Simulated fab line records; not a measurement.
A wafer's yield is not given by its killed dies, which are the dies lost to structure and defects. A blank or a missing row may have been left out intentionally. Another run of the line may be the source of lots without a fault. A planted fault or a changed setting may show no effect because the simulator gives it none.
fab line records / flow nandHarc / part 2 of 2: steps 22 to 33 of 33
[record] lots = 5 wafers = 15 lastDay = 23
route steps=1159 shown A_BONDPAD@1075 HYBRID_BOND@1094 THIN_TSV@1101
lots that met no fault: taken from a fault-free run of the same line
startH: hours from the record's opening day to when the first of the lot's shown wafers began / waitH: how many hours have passed since the lot's step before this one / " the same as in the row above / L1.1+2: a single row standing in for several wafers / - no value, or no start was given / * or withheld: withheld / < > ~ a bound
route shown NAME@n: NAME is a module with steps in the file, n the number in the route of the first one / usual: mean and standard deviation over wafers with no fault / same: alike in all rows / chamber/n: place in a boat / sites: each site's reading / _std_site: their standard deviation / _edge_site: outer sites' mean less inner sites' / radiusMm: how far each site lies from the wafer's centre / mask NAME#n: copy n / behind: tool/chamber where the wafer was last shaped / hold: what put the lot on hold/how long, in hours/how the hold closed / device: which transistor (n, p or np) failed to switch / end of line: tests run on the same wafers once the route is complete / for a step that has no rows: nothing shown but its recipe / killed: dies lost to structure and defects at the first sort, not the wafer's yield / map: per-die view of a wafer (x killed, . not killed, _ where there is no die)
set.NAME: the setting the step ran with; set.NAME@STEP: the setting that earlier step ran with / model.NAME: the simulator's own value behind a step, which no gauge read
lots seen at some steps along the route; tables by step, rows by wafer
services: from which hour (startH, from the record's first day; less than 0 if before it) a tool's chamber was out of use, for how many hours, and why
[[steps]]
[step NHARC_HYBRID_BOND_ANNEAL_04]
[recipe] tempC = 300 timeS = 7200 rampUpCPerMin = 5 rampDownCPerMin = 3 idleTempC = 100 pressureAtm = 1
[usual] spikeTcLowerC = 298.8/1.2 zonePowerCentrePct = 3.30/0.11 zonePowerTopPct = 7.93/0.26
lot.wafer=L082.1 tool=furnace-04 chamber=0 startH=477.35 waitH=1.9 spikeTcLowerC=298.5 zonePowerCentrePct=3.52 zonePowerTopPct=7.61
lot.wafer=L082.2 tool=furnace-04 chamber=0 startH=477.35 waitH=1.9 spikeTcLowerC=300.0 zonePowerCentrePct=3.46 zonePowerTopPct=7.63
lot.wafer=L082.3 tool=furnace-04 chamber=0 startH=477.35 waitH=1.9 spikeTcLowerC=298.1 zonePowerCentrePct=3.40 zonePowerTopPct=7.80
lot.wafer=L083.1 tool=furnace-07 chamber=0 startH=484.64 waitH=2.0 spikeTcLowerC=299.9 zonePowerCentrePct=3.19 zonePowerTopPct=8.09
lot.wafer=L083.2 tool=furnace-07 chamber=0 startH=484.64 waitH=2.0 spikeTcLowerC=299.1 zonePowerCentrePct=3.18 zonePowerTopPct=8.09
lot.wafer=L083.3 tool=furnace-07 chamber=0 startH=484.64 waitH=2.0 spikeTcLowerC=301.2 zonePowerCentrePct=3.21 zonePowerTopPct=7.97
lot.wafer=L089.1 tool=furnace-07 chamber=0 startH=489.04 waitH=2.1 spikeTcLowerC=297.9 zonePowerCentrePct=3.20 zonePowerTopPct=8.17
lot.wafer=L089.2 tool=furnace-07 chamber=0 startH=489.04 waitH=2.1 spikeTcLowerC=297.2 zonePowerCentrePct=3.24 zonePowerTopPct=8.08
lot.wafer=L089.3 tool=furnace-07 chamber=0 startH=489.04 waitH=2.1 spikeTcLowerC=297.2 zonePowerCentrePct=3.20 zonePowerTopPct=8.03
lot.wafer=L091.2 tool=furnace-07 chamber=0 startH=517.00 waitH=4.0 spikeTcLowerC=300.2 zonePowerCentrePct=3.24 zonePowerTopPct=8.15
lot.wafer=L091.5 tool=furnace-07 chamber=0 startH=517.00 waitH=4.0 spikeTcLowerC=298.6 zonePowerCentrePct=3.21 zonePowerTopPct=8.18
lot.wafer=L091.6 tool=furnace-07 chamber=0 startH=517.00 waitH=4.0 spikeTcLowerC=296.1 zonePowerCentrePct=3.22 zonePowerTopPct=8.04
lot.wafer=L092.3 tool=furnace-04 chamber=0 startH=524.13 waitH=4.3 spikeTcLowerC=297.5 zonePowerCentrePct=3.36 zonePowerTopPct=7.49
lot.wafer=L092.4 tool=furnace-04 chamber=0 startH=524.13 waitH=4.3 spikeTcLowerC=300.2 zonePowerCentrePct=3.47 zonePowerTopPct=7.64
lot.wafer=L092.6 tool=furnace-04 chamber=0 startH=524.13 waitH=4.3 spikeTcLowerC=300.7 zonePowerCentrePct=3.48 zonePowerTopPct=7.60
[step NHARC_HYBRID_BOND_OVL_MEAS_05]
[usual] overlayXNm = 5/29 overlayYNm = -2/35
lot.wafer=L082.1 tool=overlay-02 chamber=- startH=481.95 waitH=0.4 overlayXNm=-5 overlayYNm=-13
lot.wafer=L082.2 tool=overlay-02 chamber=- startH=481.95 waitH=0.4 overlayXNm=-3 overlayYNm=-20
lot.wafer=L082.3 tool=overlay-02 chamber=- startH=481.95 waitH=0.4 overlayXNm=-34 overlayYNm=-52
lot.wafer=L083.1 tool=overlay-02 chamber=- startH=489.38 waitH=0.4 overlayXNm=29 overlayYNm=-29
lot.wafer=L083.2 tool=overlay-02 chamber=- startH=489.38 waitH=0.4 overlayXNm=23 overlayYNm=2
lot.wafer=L083.3 tool=overlay-02 chamber=- startH=489.38 waitH=0.4 overlayXNm=-40 overlayYNm=38
lot.wafer=L089.1 tool=overlay-01 chamber=- startH=493.71 waitH=0.4 overlayXNm=-26 overlayYNm=9
lot.wafer=L089.2 tool=overlay-01 chamber=- startH=493.71 waitH=0.4 overlayXNm=-3 overlayYNm=40
lot.wafer=L089.3 tool=overlay-01 chamber=- startH=493.71 waitH=0.4 overlayXNm=13 overlayYNm=-9
lot.wafer=L091.2 tool=overlay-01 chamber=- startH=521.71 waitH=0.4 overlayXNm=15 overlayYNm=41
lot.wafer=L091.5 tool=overlay-01 chamber=- startH=521.71 waitH=0.4 overlayXNm=-54 overlayYNm=-69
lot.wafer=L091.6 tool=overlay-01 chamber=- startH=521.71 waitH=0.4 overlayXNm=33 overlayYNm=10
lot.wafer=L092.3 tool=overlay-02 chamber=- startH=528.92 waitH=0.4 overlayXNm=56 overlayYNm=-8
lot.wafer=L092.4 tool=overlay-02 chamber=- startH=528.92 waitH=0.4 overlayXNm=3 overlayYNm=27
lot.wafer=L092.6 tool=overlay-02 chamber=- startH=528.92 waitH=0.4 overlayXNm=3 overlayYNm=3
[step NHARC_HYBRID_BOND_INSPECT_06]
[recipe] inspectInstrument = irVoid
[usual] rawDefectCount = 34/14
lot.wafer=L082.1 tool=defectInspect-01 chamber=- startH=482.00 waitH=0.0 rawDefectCount=30
lot.wafer=L082.2 tool=defectInspect-01 chamber=- startH=482.00 waitH=0.0 rawDefectCount=24
lot.wafer=L082.3 tool=defectInspect-01 chamber=- startH=482.00 waitH=0.0 rawDefectCount=25
lot.wafer=L083.1 tool=defectInspect-01 chamber=- startH=489.43 waitH=0.0 rawDefectCount=35
lot.wafer=L083.2 tool=defectInspect-01 chamber=- startH=489.43 waitH=0.0 rawDefectCount=37
lot.wafer=L083.3 tool=defectInspect-01 chamber=- startH=489.43 waitH=0.0 rawDefectCount=33
lot.wafer=L089.1 tool=defectInspect-01 chamber=- startH=493.76 waitH=0.0 rawDefectCount=10
lot.wafer=L089.2 tool=defectInspect-01 chamber=- startH=493.76 waitH=0.0 rawDefectCount=21
lot.wafer=L089.3 tool=defectInspect-01 chamber=- startH=493.76 waitH=0.0 rawDefectCount=19
lot.wafer=L091.2 tool=defectInspect-02 chamber=- startH=521.76 waitH=0.1 rawDefectCount=30
lot.wafer=L091.5 tool=defectInspect-02 chamber=- startH=521.76 waitH=0.1 rawDefectCount=38
lot.wafer=L091.6 tool=defectInspect-02 chamber=- startH=521.76 waitH=0.1 rawDefectCount=42
lot.wafer=L092.3 tool=defectInspect-02 chamber=- startH=528.97 waitH=0.1 rawDefectCount=57
lot.wafer=L092.4 tool=defectInspect-02 chamber=- startH=528.97 waitH=0.1 rawDefectCount=47
lot.wafer=L092.6 tool=defectInspect-02 chamber=- startH=528.97 waitH=0.1 rawDefectCount=48
[step NHARC_THIN_TSV_GRIND_00]
[recipe] targetThkUm = 6
[usual] motorCurrentA = 12.000/0.024
lot.wafer=L082.1 tool=grinder-01 chamber=0 startH=483.36 waitH=1.3 motorCurrentA=11.983
lot.wafer=L082.2 tool=grinder-01 chamber=0 startH=483.36 waitH=1.3 motorCurrentA=12.017
lot.wafer=L082.3 tool=grinder-01 chamber=0 startH=483.36 waitH=1.3 motorCurrentA=12.072
lot.wafer=L083.1 tool=grinder-01 chamber=0 startH=490.78 waitH=1.3 motorCurrentA=12.003
lot.wafer=L083.2 tool=grinder-01 chamber=0 startH=490.78 waitH=1.3 motorCurrentA=12.016
lot.wafer=L083.3 tool=grinder-01 chamber=0 startH=490.78 waitH=1.3 motorCurrentA=12.002
lot.wafer=L089.1 tool=grinder-01 chamber=0 startH=495.12 waitH=1.4 motorCurrentA=12.027
lot.wafer=L089.2 tool=grinder-01 chamber=0 startH=495.12 waitH=1.4 motorCurrentA=11.993
lot.wafer=L089.3 tool=grinder-01 chamber=0 startH=495.12 waitH=1.4 motorCurrentA=11.974
lot.wafer=L091.2 tool=grinder-01 chamber=0 startH=523.33 waitH=1.6 motorCurrentA=11.991
lot.wafer=L091.5 tool=grinder-01 chamber=0 startH=523.33 waitH=1.6 motorCurrentA=11.967
lot.wafer=L091.6 tool=grinder-01 chamber=0 startH=523.33 waitH=1.6 motorCurrentA=11.966
lot.wafer=L092.3 tool=grinder-01 chamber=0 startH=529.52 waitH=0.5 motorCurrentA=12.015
lot.wafer=L092.4 tool=grinder-01 chamber=0 startH=529.52 waitH=0.5 motorCurrentA=11.973
lot.wafer=L092.6 tool=grinder-01 chamber=0 startH=529.52 waitH=0.5 motorCurrentA=12.000
[step NHARC_THIN_TSV_CMP_01]
[recipe] targetThkUm = 3
[usual] motorCurrentA = 12.3/1.2 retainingRingPressureFrac = 1.000/0.0055
lot.wafer=L082.1 tool=cmp-02 chamber=1 startH=484.56 waitH=1.0 motorCurrentA=10.1 retainingRingPressureFrac=1.001
lot.wafer=L082.3 tool=cmp-02 chamber=2 startH=484.56 waitH=1.0 motorCurrentA=10.9 retainingRingPressureFrac=1.006
lot.wafer=L082.2 tool=cmp-02 chamber=0 startH=484.56 waitH=1.0 motorCurrentA=14.2 retainingRingPressureFrac=1.009
lot.wafer=L083.3 tool=cmp-04 chamber=2 startH=492.01 waitH=0.6 motorCurrentA=12.3 retainingRingPressureFrac=0.998
lot.wafer=L083.2 tool=cmp-04 chamber=0 startH=492.01 waitH=0.6 motorCurrentA=11.5 retainingRingPressureFrac=0.997
lot.wafer=L083.1 tool=cmp-04 chamber=1 startH=492.01 waitH=0.6 motorCurrentA=14.1 retainingRingPressureFrac=1.005
lot.wafer=L089.1 tool=cmp-04 chamber=0 startH=496.35 waitH=1.0 motorCurrentA=11.4 retainingRingPressureFrac=0.992
lot.wafer=L089.3 tool=cmp-04 chamber=1 startH=496.35 waitH=1.0 motorCurrentA=13.7 retainingRingPressureFrac=1.011
lot.wafer=L089.2 tool=cmp-04 chamber=2 startH=496.35 waitH=1.0 motorCurrentA=12.4 retainingRingPressureFrac=1.005
lot.wafer=L091.2 tool=cmp-04 chamber=2 startH=524.39 waitH=0.9 motorCurrentA=12.5 retainingRingPressureFrac=1.007
lot.wafer=L091.6 tool=cmp-04 chamber=1 startH=524.39 waitH=0.9 motorCurrentA=14.3 retainingRingPressureFrac=1.006
lot.wafer=L091.5 tool=cmp-04 chamber=2 startH=524.39 waitH=0.9 motorCurrentA=12.1 retainingRingPressureFrac=1.003
lot.wafer=L092.4 tool=cmp-04 chamber=3 startH=530.36 waitH=0.4 motorCurrentA=13.5 retainingRingPressureFrac=1.000
lot.wafer=L092.3 tool=cmp-04 chamber=1 startH=530.36 waitH=0.4 motorCurrentA=13.3 retainingRingPressureFrac=1.000
lot.wafer=L092.6 tool=cmp-04 chamber=3 startH=530.36 waitH=0.4 motorCurrentA=13.2 retainingRingPressureFrac=0.995
[step NHARC_THIN_TSV_THK_MEAS_02]
[recipe] thkMeasGauge = ir
[usual] thkNm = 2957/230
lot.wafer=L082.1 tool=filmMetro-01 chamber=- startH=484.82 waitH=- thkNm=3230
lot.wafer=L082.2 tool=filmMetro-01 chamber=- startH=484.82 waitH=- thkNm=3179
lot.wafer=L082.3 tool=filmMetro-01 chamber=- startH=484.82 waitH=- thkNm=2829
lot.wafer=L083.1 tool=filmMetro-02 chamber=- startH=492.28 waitH=0.2 thkNm=2601
lot.wafer=L083.2 tool=filmMetro-02 chamber=- startH=492.28 waitH=0.2 thkNm=2927
lot.wafer=L083.3 tool=filmMetro-02 chamber=- startH=492.28 waitH=0.2 thkNm=2707
lot.wafer=L089.1 tool=filmMetro-01 chamber=- startH=496.62 waitH=- thkNm=3129
lot.wafer=L089.2 tool=filmMetro-01 chamber=- startH=496.62 waitH=- thkNm=3029
lot.wafer=L089.3 tool=filmMetro-01 chamber=- startH=496.62 waitH=- thkNm=2727
lot.wafer=L091.2 tool=filmMetro-02 chamber=- startH=524.64 waitH=0.2 thkNm=2854
lot.wafer=L091.5 tool=filmMetro-02 chamber=- startH=524.64 waitH=0.2 thkNm=3123
lot.wafer=L091.6 tool=filmMetro-02 chamber=- startH=524.64 waitH=0.2 thkNm=2983
lot.wafer=L092.3 tool=filmMetro-02 chamber=- startH=530.62 waitH=0.2 thkNm=2871
lot.wafer=L092.4 tool=filmMetro-02 chamber=- startH=530.62 waitH=0.2 thkNm=2974
lot.wafer=L092.6 tool=filmMetro-02 chamber=- startH=530.62 waitH=0.2 thkNm=3045
[step NHARC_THIN_TSV_SRD_03]
lot.wafer=L082.2+1+3 tool=wetBench-10 chamber=3,4,6 startH=484.86 waitH=0.0
lot.wafer=L083.3+2+1 tool=wetBench-10 chamber=4,6,0 startH=492.32 waitH=0.0
lot.wafer=L089.2+1+3 tool=wetBench-08 chamber=2,3,6 startH=496.66 waitH=0.0
lot.wafer=L091.6+2+5 tool=wetBench-08 chamber=4,5,0 startH=524.68 waitH=0.0
lot.wafer=L092.3+6+4 tool=wetBench-10 chamber=7,3,4 startH=530.66 waitH=0.0
[step NHARC_THIN_TSV_PRECLEAN_41]
[recipe] timeS = * tempC = 50 bathAgeMin = 0 chemistry = SC1
lot.wafer=L082.2+1+3 tool=wetBench-10 chamber=3,4,6 startH=484.89 waitH=0.0
lot.wafer=L083.3+2+1 tool=wetBench-10 chamber=4,6,0 startH=492.34 waitH=0.0
lot.wafer=L089.2+1+3 tool=wetBench-08 chamber=2,3,6 startH=496.68 waitH=0.0
lot.wafer=L091.6+2+5 tool=wetBench-08 chamber=4,5,0 startH=524.70 waitH=0.0
lot.wafer=L092.3+6+4 tool=wetBench-10 chamber=7,3,4 startH=530.69 waitH=0.0
[step NHARC_THIN_TSV_SRD_42]
lot.wafer=L082.2+1+3 tool=wetBench-10 chamber=3,4,6 startH=- waitH=-
lot.wafer=L083.3+2+1 tool=wetBench-10 chamber=4,6,0 startH=- waitH=-
lot.wafer=L089.2+1+3 tool=wetBench-08 chamber=2,3,6 startH=- waitH=-
lot.wafer=L091.6+2+5 tool=wetBench-08 chamber=4,5,0 startH=- waitH=-
lot.wafer=L092.3+6+4 tool=wetBench-10 chamber=7,3,4 startH=- waitH=-
[step NHARC_THIN_TSV_DEP_43]
[recipe] targetThkA = 13285 tempC = withheld pressureTorr = 6.5 rfW = 900 teosFlowSccm = 161.4 flowSccm = 2650 targetThkNm = 1328.5 gas = O2 material = SiO2
[usual] chamberPressureTorr = 6.501/0.014 throttleValvePct = 15.8/0.43
lot.wafer=L082.3 tool=pecvd-02 chamber=1 startH=485.04 waitH=- chamberPressureTorr=6.494 throttleValvePct=15.9
lot.wafer=L082.2 tool=pecvd-02 chamber=2 startH=485.04 waitH=- chamberPressureTorr=6.492 throttleValvePct=15.3
lot.wafer=L082.1 tool=pecvd-02 chamber=0 startH=485.04 waitH=- chamberPressureTorr=6.517 throttleValvePct=15.7
lot.wafer=L083.1 tool=pecvd-02 chamber=1 startH=492.67 waitH=- chamberPressureTorr=6.481 throttleValvePct=15.7
lot.wafer=L083.3 tool=pecvd-02 chamber=2 startH=492.67 waitH=- chamberPressureTorr=6.484 throttleValvePct=15.5
lot.wafer=L083.2 tool=pecvd-02 chamber=0 startH=492.67 waitH=- chamberPressureTorr=6.501 throttleValvePct=16.3
lot.wafer=L089.1 tool=pecvd-01 chamber=2 startH=496.84 waitH=- chamberPressureTorr=6.489 throttleValvePct=15.6
lot.wafer=L089.3 tool=pecvd-01 chamber=0 startH=496.84 waitH=- chamberPressureTorr=6.505 throttleValvePct=16.3
lot.wafer=L089.2 tool=pecvd-01 chamber=1 startH=496.84 waitH=- chamberPressureTorr=6.513 throttleValvePct=16.7
lot.wafer=L091.2 tool=pecvd-03 chamber=1 startH=524.90 waitH=- chamberPressureTorr=6.489 throttleValvePct=15.3
lot.wafer=L091.5 tool=pecvd-03 chamber=0 startH=524.90 waitH=- chamberPressureTorr=6.487 throttleValvePct=16.3
lot.wafer=L091.6 tool=pecvd-03 chamber=1 startH=524.90 waitH=- chamberPressureTorr=6.493 throttleValvePct=15.4
lot.wafer=L092.3 tool=pecvd-01 chamber=0 startH=530.84 waitH=- chamberPressureTorr=6.493 throttleValvePct=16.4
lot.wafer=L092.4 tool=pecvd-01 chamber=1 startH=530.84 waitH=- chamberPressureTorr=6.483 throttleValvePct=16.6
lot.wafer=L092.6 tool=pecvd-01 chamber=2 startH=530.84 waitH=- chamberPressureTorr=6.480 throttleValvePct=15.8
[step NHARC_THIN_TSV_DEHYDRATE_04]
[recipe] tempC = 150 timeS = 120
[usual] heaterPowerTotalW = 182.6/1.1 plateTempC = 149.97/0.15
lot.wafer=L082.1 tool=lithoTrack-02 chamber=0 startH=485.45 waitH=- heaterPowerTotalW=183.4 plateTempC=150.00
lot.wafer=L082.2 tool=lithoTrack-02 chamber=0 startH=485.45 waitH=- heaterPowerTotalW=182.9 plateTempC=149.94
lot.wafer=L082.3 tool=lithoTrack-02 chamber=0 startH=485.45 waitH=- heaterPowerTotalW=182.1 plateTempC=149.89
lot.wafer=L083.1 tool=lithoTrack-03 chamber=0 startH=493.08 waitH=- heaterPowerTotalW=181.0 plateTempC=149.83
lot.wafer=L083.2 tool=lithoTrack-03 chamber=0 startH=493.08 waitH=- heaterPowerTotalW=183.9 plateTempC=149.87
lot.wafer=L083.3 tool=lithoTrack-03 chamber=0 startH=493.08 waitH=- heaterPowerTotalW=180.5 plateTempC=149.65
lot.wafer=L089.1 tool=lithoTrack-07 chamber=0 startH=497.28 waitH=- heaterPowerTotalW=181.8 plateTempC=149.69
lot.wafer=L089.2 tool=lithoTrack-07 chamber=0 startH=497.28 waitH=- heaterPowerTotalW=182.2 plateTempC=149.79
lot.wafer=L089.3 tool=lithoTrack-07 chamber=0 startH=497.28 waitH=- heaterPowerTotalW=181.4 plateTempC=149.86
lot.wafer=L091.2 tool=lithoTrack-07 chamber=0 startH=525.26 waitH=- heaterPowerTotalW=180.9 plateTempC=149.91
lot.wafer=L091.5 tool=lithoTrack-07 chamber=0 startH=525.26 waitH=- heaterPowerTotalW=181.0 plateTempC=150.10
lot.wafer=L091.6 tool=lithoTrack-07 chamber=0 startH=525.26 waitH=- heaterPowerTotalW=183.1 plateTempC=149.97
lot.wafer=L092.3 tool=lithoTrack-07 chamber=0 startH=531.25 waitH=- heaterPowerTotalW=180.9 plateTempC=149.94
lot.wafer=L092.4 tool=lithoTrack-07 chamber=0 startH=531.25 waitH=- heaterPowerTotalW=183.6 plateTempC=150.02
lot.wafer=L092.6 tool=lithoTrack-07 chamber=0 startH=531.25 waitH=- heaterPowerTotalW=183.9 plateTempC=149.92
[step NHARC_THIN_TSV_HMDS_05]
[recipe] timeS = 30
lot.wafer=L082.1+2+3 tool=lithoTrack-02 chamber=0 startH=- waitH=-
lot.wafer=L083.1+2+3 tool=lithoTrack-03 chamber=0 startH=- waitH=-
lot.wafer=L089.1+2+3 tool=lithoTrack-07 chamber=0 startH=- waitH=-
lot.wafer=L091.2+5+6 tool=lithoTrack-07 chamber=0 startH=- waitH=-
lot.wafer=L092.3+4+6 tool=lithoTrack-07 chamber=0 startH=- waitH=-
[[services]]
tool=cmp-03 chamber=- startH=450.43 hours=4.0 kind=pm
tool=cmp-01 chamber=- startH=451.49 hours=0.6 kind=repair
tool=cmp-03 chamber=- startH=455.43 hours=0.4 kind=repair
tool=rieDiel-08 chamber=3 startH=458.38 hours=6.1 kind=repair
tool=pvdSputter-01 chamber=- startH=461.95 hours=0.5 kind=repair
tool=rieDiel-08 chamber=1 startH=462.88 hours=10.4 kind=repair
tool=rieDiel-06 chamber=2 startH=464.28 hours=9.1 kind=repair
tool=pecvd-03 chamber=- startH=466.14 hours=0.5 kind=repair
tool=pvdSputter-02 chamber=- startH=467.32 hours=1.1 kind=repair
tool=pecvd-03 chamber=- startH=471.80 hours=0.6 kind=repair
tool=pecvd-03 chamber=- startH=473.16 hours=13.0 kind=pm
tool=rieDiel-10 chamber=2 startH=475.35 hours=13.3 kind=repair
tool=grinder-01 chamber=- startH=477.93 hours=1.2 kind=repair
tool=rieDiel-08 chamber=- startH=479.85 hours=9.0 kind=pm
tool=cmp-04 chamber=- startH=483.79 hours=5.0 kind=repair
tool=rieDiel-07 chamber=2 startH=495.11 hours=1.8 kind=repair
tool=cmp-03 chamber=- startH=497.67 hours=0.5 kind=repair
tool=pvdSputter-01 chamber=- startH=498.21 hours=26.7 kind=repair
tool=cmp-04 chamber=- startH=499.67 hours=4.0 kind=pm
tool=grinder-01 chamber=- startH=504.88 hours=1.1 kind=repair
tool=pecvd-01 chamber=- startH=510.47 hours=7.5 kind=repair
tool=lithoTrack-02 chamber=- startH=515.00 hours=7.0 kind=pm
tool=pecvd-02 chamber=- startH=515.22 hours=13.0 kind=pm
tool=cmp-04 chamber=- startH=523.62 hours=0.4 kind=repair
